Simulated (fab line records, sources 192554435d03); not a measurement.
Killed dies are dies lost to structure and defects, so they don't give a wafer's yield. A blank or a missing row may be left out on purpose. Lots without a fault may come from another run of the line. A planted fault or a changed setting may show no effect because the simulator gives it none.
Chamber matching | flow n5_finfet | N5_BEOL_M5_ETCH_62 on rie_diel-02: 4 sister chambers
The step etches SOC in N2/H2, target depth 75 nm, overetch 15 nm, time 112.5 s. 16 wafers are shown with their chamber, then 8 later ones without.

WAFERS WITH THEIR CHAMBER
wafer  | chamber | showerhead_plenum_p_Torr (Torr) | drypump_motor_current_A (A) | throttle_valve_pct (%)
L074.2 | 0       | 2.61                            | 5.1                         | 18.13
L074.3 | 1       | 2.49                            | 5.6                         | 17.84
L074.5 | 2       | 2.54                            | 6.0                         | 17.75
L082.2 | 3       | 2.50                            | 5.6                         | 17.70
L082.4 | 3       | 2.50                            | 5.6                         | 17.71
L082.5 | 2       | 2.53                            | 6.1                         | 17.78
L086.1 | 3       | 2.50                            | 5.7                         | 17.73
L086.2 | 0       | 2.61                            | 5.1                         | 18.16
L086.4 | 2       | 2.53                            | 6.0                         | 17.82
L088.2 | 0       | 2.60                            | 5.1                         | 18.15
L088.3 | 1       | 2.48                            | 5.7                         | 17.90
L088.5 | 3       | 2.49                            | 5.6                         | 17.74
L089.1 | 3       | 2.49                            | 5.6                         | 17.76
L089.3 | 2       | 2.53                            | 6.1                         | 17.81
L089.4 | 1       | 2.48                            | 5.6                         | 17.91
L091.1 | 1       | 2.48                            | 5.7                         | 17.92

SIGNATURES (means of the wafers above)
reading                  | chamber 0 | chamber 1 | chamber 2 | chamber 3 | scatter within a chamber
showerhead_plenum_p_Torr | 2.6067    | 2.4825    | 2.5325    | 2.4960    | 0.0053
drypump_motor_current_A  | 5.100     | 5.650     | 6.050     | 5.620     | 0.0483
throttle_valve_pct       | 18.1467   | 17.8925   | 17.7900   | 17.7280   | 0.0283
Rule: a wafer's distance from a chamber is the root of the sum, over the readings, of the square of ((its reading less the chamber's mean) divided by the reading's scatter). The wafer belongs to the nearest chamber; if the next one is less than 2 further off, it can't be placed. The scatter: the root of (the sum of the squares of (reading less its chamber's mean) over the shown wafers, divided by (wafers less chambers)).

WAFERS WITHOUT THEIR CHAMBER
wafer  | showerhead_plenum_p_Torr (Torr) | drypump_motor_current_A (A) | throttle_valve_pct (%)
L091.2 | 2.49                            | 5.6                         | 17.74
L091.4 | 2.53                            | 6.0                         | 17.81
L094.1 | 2.49                            | 5.6                         | 17.75
L094.2 | 2.48                            | 5.6                         | 17.93
L094.3 | 2.60                            | 5.1                         | 18.19
L096.1 | 2.48                            | 5.6                         | 17.94
L096.5 | 2.52                            | 6.0                         | 17.84
L096.6 | 2.49                            | 5.6                         | 17.75

WHICH CHAMBER EACH WENT THROUGH
wafer  | from the rows above | in truth
L091.2 | 3                   | 3
L091.4 | 2                   | 2
L094.1 | 3                   | 3
L094.2 | 1                   | 1
L094.3 | 0                   | 0
L096.1 | 1                   | 1
L096.5 | 2                   | 2
L096.6 | 3                   | 3
Placed correctly: 8 of 8. Can't be placed from these rows: 0. Placed wrongly: 0.
